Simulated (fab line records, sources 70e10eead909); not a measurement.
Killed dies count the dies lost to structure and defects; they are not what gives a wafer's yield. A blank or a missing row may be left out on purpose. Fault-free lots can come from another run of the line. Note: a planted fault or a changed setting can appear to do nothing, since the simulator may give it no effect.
Chamber matching / flow nand harc / NHARC_A_CONTACT_DEP_58 on pecvd-04 has 3 sister chambers
The step deposits SiON, target thk 60 nm. 14 wafers are shown with their chamber, then 7 later ones without.

== EACH WAFER AND ITS CHAMBER ==
wafer=L080.1; chamber=1; heater power w (W)=675; heater power outer w (W)=376; susceptor temp C (C)=400.02
wafer=L080.4; chamber=2; heater power w (W)=811; heater power outer w (W)=464; susceptor temp C (C)=399.75
wafer=L080.5; chamber=1; heater power w (W)=668; heater power outer w (W)=394; susceptor temp C (C)=400.34
wafer=L081.2; chamber=0; heater power w (W)=711; heater power outer w (W)=452; susceptor temp C (C)=400.01
wafer=L081.3; chamber=2; heater power w (W)=722; heater power outer w (W)=388; susceptor temp C (C)=400.15
wafer=L081.4; chamber=2; heater power w (W)=708; heater power outer w (W)=383; susceptor temp C (C)=400.04
wafer=L091.2; chamber=2; heater power w (W)=753; heater power outer w (W)=434; susceptor temp C (C)=400.03
wafer=L091.3; chamber=1; heater power w (W)=722; heater power outer w (W)=415; susceptor temp C (C)=399.89
wafer=L091.4; chamber=2; heater power w (W)=781; heater power outer w (W)=424; susceptor temp C (C)=400.06
wafer=L092.2; chamber=2; heater power w (W)=793; heater power outer w (W)=455; susceptor temp C (C)=399.89
wafer=L092.4; chamber=2; heater power w (W)=826; heater power outer w (W)=461; susceptor temp C (C)=399.63
wafer=L092.5; chamber=0; heater power w (W)=631; heater power outer w (W)=400; susceptor temp C (C)=400.23
wafer=L090.1; chamber=0; heater power w (W)=722; heater power outer w (W)=461; susceptor temp C (C)=400.09
wafer=L090.2; chamber=1; heater power w (W)=653; heater power outer w (W)=377; susceptor temp C (C)=399.99

SIGNATURES, as means of the wafers listed above
reading=heater power w; chamber 0=688.00; chamber 1=679.50; chamber 2=770.57; scatter within a chamber=42.1
reading=heater power outer w; chamber 0=437.67; chamber 1=390.50; chamber 2=429.86; scatter within a chamber=30.1
reading=susceptor temp C; chamber 0=400.1100; chamber 1=400.0600; chamber 2=399.9357; scatter within a chamber=0.178
Rule: a wafer lies at a distance from a chamber equal to the root of the sum of squares, over the readings, of (its reading less the chamber's mean, divided by the reading's scatter). The wafer belongs to the nearest chamber; if the next one is less than 2 further off, it can't be placed. The scatter: the root of (the sum of the squares of (reading less its chamber's mean) over the shown wafers, divided by (wafers less chambers)).

== WAFERS WITH NO CHAMBER GIVEN ==
wafer=L090.5; heater power w (W)=669; heater power outer w (W)=389; susceptor temp C (C)=400.11
wafer=L093.3; heater power w (W)=695; heater power outer w (W)=446; susceptor temp C (C)=399.93
wafer=L093.4; heater power w (W)=697; heater power outer w (W)=402; susceptor temp C (C)=400.30
wafer=L093.6; heater power w (W)=710; heater power outer w (W)=445; susceptor temp C (C)=400.01
wafer=L096.1; heater power w (W)=583; heater power outer w (W)=329; susceptor temp C (C)=400.20
wafer=L096.2; heater power w (W)=683; heater power outer w (W)=427; susceptor temp C (C)=399.90
wafer=L096.4; heater power w (W)=832; heater power outer w (W)=477; susceptor temp C (C)=399.83

== CHAMBER TAKEN BY EACH ==
wafer=L090.5; from the rows above=can't be placed: 1 or 0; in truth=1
wafer=L093.3; from the rows above=can't be placed: 0 or 2 or 1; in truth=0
wafer=L093.4; from the rows above=can't be placed: 1 or 0 or 2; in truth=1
wafer=L093.6; from the rows above=can't be placed: 0 or 2 or 1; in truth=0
wafer=L096.1; from the rows above=can't be placed: 1 or 0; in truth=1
wafer=L096.2; from the rows above=can't be placed: 0 or 1 or 2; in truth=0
wafer=L096.4; from the rows above=can't be placed: 2 or 0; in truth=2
0 of 7 placed correctly. From these rows, 7 cannot be placed; in 7 the true chamber is one of the candidates. Placed wrongly: 0.
